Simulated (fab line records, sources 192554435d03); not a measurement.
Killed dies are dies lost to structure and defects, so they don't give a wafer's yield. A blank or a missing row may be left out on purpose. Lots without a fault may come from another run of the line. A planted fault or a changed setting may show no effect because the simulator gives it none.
Which tool did it? | flow n5_finfet | 24 lots, 72 wafers sampled, at 3 steps of a route of 1938

WHAT THE GAUGES READ, wafer by wafer
N5_BEOL_M6_OVL_MEAS_29.
lot  | measured     | on         | V5_OVL (nm)
L074 | day 8 13:58  | overlay-02 | 0.2 -0.9 0.0
L075 | day 8 22:52  | overlay-01 | -0.6 0.2 -0.4
L076 | day 9 07:35  | overlay-01 | 0.0 -0.8 0.4
L077 | day 9 18:20  | overlay-02 | -0.2 0.3 -0.7
L079 | day 10 04:16 | overlay-01 | 0.8 0.3 0.4
L080 | day 10 10:32 | overlay-02 | 0.8 0.9 0.9
L078 | day 10 10:43 | overlay-01 | -0.3 -0.8 0.0
L081 | day 10 15:07 | overlay-02 | -0.6 0.1 0.2
L082 | day 10 17:45 | overlay-02 | 1.1 -0.1 0.2
L085 | day 11 11:32 | overlay-02 | 0.2 0.6 -0.3
L084 | day 11 15:31 | overlay-02 | -0.1 -1.4 -0.1
L083 | day 11 17:41 | overlay-02 | -0.4 0.5 0.2
L087 | day 12 00:34 | overlay-02 | 0.6 0.2 -0.6
L086 | day 12 02:54 | overlay-01 | -0.8 -0.8 -1.1
L088 | day 12 14:03 | overlay-02 | -0.1 0.3 0.4
L090 | day 12 14:23 | overlay-01 | -0.9 -0.7 -0.7
L091 | day 13 00:44 | overlay-01 | -0.3 0.7 -0.6
L089 | day 13 08:44 | overlay-02 | 0.3 -0.5 0.0
L092 | day 13 14:32 | overlay-02 | 0.3 0.5 0.2
L093 | day 13 18:15 | overlay-01 | -1.3 -0.5 -0.3
L094 | day 13 21:49 | overlay-01 | 0.7 -0.4 -0.8
L095 | day 14 07:46 | overlay-01 | -1.1 -0.5 -0.3
L096 | day 14 14:11 | overlay-02 | -0.4 -1.5 -1.0
L097 | day 14 23:19 | overlay-02 | -0.5 -0.6 -0.2

WHICH TOOL RAN EACH LOT (tool, then ch and the chambers of the sampled wafers, then the start)
lot  | N5_BEOL_M6_STRIP_67                | N5_BEOL_M6_HM_OPEN_17
L074 | rie_diel-01 ch 0,1, day 8 12:29    | rie_metal-01 ch 1, day 8 12:32
L075 | rie_diel-05 ch 0,2,3, day 8 22:19  | rie_metal-02 ch 0,1, day 8 22:21
L076 | rie_diel-02 ch 1,2,3, day 9 06:56  | rie_metal-03 ch 0,1, day 9 07:00
L077 | rie_diel-05 ch 2,3, day 9 16:33    | rie_metal-03 ch 0,1, day 9 16:37
L079 | rie_diel-02 ch 1,3, day 10 01:45   | rie_metal-03 ch 0,1, day 10 01:47
L080 | rie_diel-05 ch 1,3, day 10 07:09   | rie_metal-03 ch 0,1, day 10 07:11
L078 | rie_diel-02 ch 2,3, day 10 08:37   | rie_metal-01 ch 0,1, day 10 08:41
L081 | rie_diel-01 ch 0,2,3, day 10 13:21 | rie_metal-01 ch 0,1, day 10 13:25
L082 | rie_diel-05 ch 1,2,3, day 10 16:52 | rie_metal-03 ch 0,1, day 10 16:55
L085 | rie_diel-01 ch 0,2,3, day 11 08:14 | rie_metal-02 ch 0,1, day 11 08:16
L084 | rie_diel-05 ch 1,2,3, day 11 13:35 | rie_metal-03 ch 0,1, day 11 13:37
L083 | rie_diel-05 ch 0,1,3, day 11 17:07 | rie_metal-03 ch 0,1, day 11 17:10
L087 | rie_diel-05 ch 0,1,3, day 11 22:39 | rie_metal-01 ch 0, day 11 22:41
L086 | rie_diel-01 ch 0,2, day 12 01:38   | rie_metal-01 ch 0,1, day 12 01:43
L088 | rie_diel-01 ch 0,2,3, day 12 13:19 | rie_metal-03 ch 0,1, day 12 13:21
L090 | rie_diel-01 ch 0,2, day 12 13:38   | rie_metal-03 ch 0,1, day 12 13:40
L091 | rie_diel-01 ch 0,2,3, day 12 22:17 | rie_metal-01 ch 1, day 12 22:20
L089 | rie_diel-01 ch 1,2, day 13 06:08   | rie_metal-01 ch 0,1, day 13 06:11
L092 | rie_diel-05 ch 0,2, day 13 10:23   | rie_metal-01 ch 0,1, day 13 10:28
L093 | rie_diel-02 ch 0,1,3, day 13 15:52 | rie_metal-03 ch 0,1, day 13 15:55
L094 | rie_diel-05 ch 0,1,2, day 13 19:52 | rie_metal-01 ch 0,1, day 13 19:54
L095 | rie_diel-01 ch 0,1, day 14 03:37   | rie_metal-02 ch 0,1, day 14 03:39
L096 | rie_diel-01 ch 0,1,2, day 14 12:14 | rie_metal-01 ch 0,1, day 14 12:17
L097 | rie_diel-05 ch 0,1,2, day 14 21:15 | rie_metal-02 ch 0,1, day 14 21:17
- N5_BEOL_M6_STRIP_67: strips in CF4.
- N5_BEOL_M6_HM_OPEN_17: chemistry Cl2/BCl3, target TiN, target depth 20 nm, overetch 6 nm.

WHAT THE TOOLS THEMSELVES READ (means of the sampled wafers that have a number; where no wafer has one, the mark that the record gives instead)
N5_BEOL_M6_STRIP_67.
lot  | tool        | drypump_motor_current_A (A) | oes_product_au (a.u.) | rf_vpp_V (V) | showerhead_plenum_p_Torr (Torr) | throttle_valve_pct (%)
L074 | rie_diel-01 | 6.0                         | 0.75                  | 270.5        | 1.771                           | 13.6
L075 | rie_diel-05 | 5.3                         | 0.70                  | 270.4        | 1.756                           | 13.8
L076 | rie_diel-02 | 6.0                         | 0.73                  | 271.5        | 1.796                           | 13.7
L077 | rie_diel-05 | 5.6                         | 0.70                  | 269.6        | 1.758                           | 14.0
L079 | rie_diel-02 | 6.1                         | 0.73                  | 271.4        | 1.794                           | 13.5
L080 | rie_diel-05 | 5.8                         | 0.77                  | 269.6        | 1.773                           | 13.8
L078 | rie_diel-02 | 6.1                         | 0.74                  | 271.4        | 1.796                           | 13.7
L081 | rie_diel-01 | 5.7                         | 0.82                  | 271.7        | 1.766                           | 13.6
L082 | rie_diel-05 | 5.6                         | 0.77                  | 270.6        | 1.751                           | 13.7
L085 | rie_diel-01 | 5.7                         | 0.81                  | 271.4        | 1.764                           | 13.6
L084 | rie_diel-05 | 5.6                         | 0.76                  | 269.9        | 1.748                           | 13.7
L083 | rie_diel-05 | 5.6                         | 0.84                  | 270.6        | 1.765                           | 13.5
L087 | rie_diel-05 | 5.6                         | 0.84                  | 270.3        | 1.764                           | 13.5
L086 | rie_diel-01 | 6.0                         | 0.86                  | 270.8        | 1.757                           | 13.5
L088 | rie_diel-01 | 5.7                         | 0.80                  | 271.4        | 1.761                           | 13.6
L090 | rie_diel-01 | 6.2                         | 0.83                  | 270.0        | 1.751                           | 13.3
L091 | rie_diel-01 | 5.7                         | 0.79                  | 270.7        | 1.759                           | 13.6
L089 | rie_diel-01 | 5.7                         | 0.89                  | 270.7        | 1.762                           | 13.5
L092 | rie_diel-05 | 5.1                         | 0.77                  | 270.0        | 1.724                           | 13.6
L093 | rie_diel-02 | 5.9                         | 0.73                  | 270.8        | 1.764                           | 13.6
L094 | rie_diel-05 | 5.4                         | 0.82                  | 269.6        | 1.739                           | 13.4
L095 | rie_diel-01 | 6.2                         | 0.84                  | 270.5        | 1.751                           | 13.3
L096 | rie_diel-01 | 6.0                         | 0.85                  | 270.3        | 1.754                           | 13.4
L097 | rie_diel-05 | 5.4                         | 0.81                  | 269.6        | 1.737                           | 13.4

N5_BEOL_M6_HM_OPEN_17.
lot  | tool         | drypump_motor_current_A (A) | oes_product_au (a.u.) | throttle_valve_pct (%)
L074 | rie_metal-01 | 4.8                         | 0.73                  | 22.08
L075 | rie_metal-02 | 5.7                         | 0.65                  | 22.06
L076 | rie_metal-03 | 5.4                         | 0.77                  | 22.08
L077 | rie_metal-03 | 5.2                         | 0.71                  | 22.14
L079 | rie_metal-03 | 5.1                         | 0.70                  | 22.13
L080 | rie_metal-03 | 5.1                         | 0.70                  | 22.14
L078 | rie_metal-01 | 5.0                         | 0.73                  | 22.01
L081 | rie_metal-01 | 5.2                         | 0.74                  | 21.93
L082 | rie_metal-03 | 5.3                         | 0.75                  | 22.08
L085 | rie_metal-02 | 5.7                         | 0.64                  | 22.10
L084 | rie_metal-03 | 5.1                         | 0.68                  | 22.15
L083 | rie_metal-03 | 5.1                         | 0.67                  | 22.17
L087 | rie_metal-01 | 5.4                         | 0.74                  | 21.85
L086 | rie_metal-01 | 5.0                         | 0.72                  | 22.02
L088 | rie_metal-03 | 5.4                         | 0.72                  | 22.08
L090 | rie_metal-03 | 5.4                         | 0.73                  | 22.09
L091 | rie_metal-01 | 4.9                         | 0.70                  | 22.10
L089 | rie_metal-01 | 5.2                         | 0.72                  | 21.95
L092 | rie_metal-01 | 5.0                         | 0.70                  | 22.04
L093 | rie_metal-03 | 5.4                         | 0.72                  | 22.09
L094 | rie_metal-01 | 5.2                         | 0.71                  | 21.95
L095 | rie_metal-02 | 5.5                         | 0.59                  | 22.23
L096 | rie_metal-01 | 5.0                         | 0.70                  | 22.04
L097 | rie_metal-02 | 5.7                         | 0.62                  | 22.10

THE ANSWER, worked out from the rows above alone
Rule: what is usual is taken from the lots themselves. Put in order of their means at a reading, lots are off if they are a third of the lots or fewer, leave a main group of 4 or more, and stand apart from it by a gap of 3 or more times the standard deviation of the main group's means; of several such gaps the widest counts. A main group whose means are all the same, to the digits that the tables above print for the reading, isn't used. A lot without any number at a reading at which 4 lots or more have one is off too. The other lots that the step has rows for count as sound. The gauges are gone through in route order, then the tools' own readings, and for those a lot's mean is taken as printed above. The first step at which some lot is off is used, and at that step the reading that is off furthest; a lot without a number counts as furthest.
No lot is off at any reading shown: from this, nothing can be told.

WHAT THE SIMULATOR HAD PUT IN
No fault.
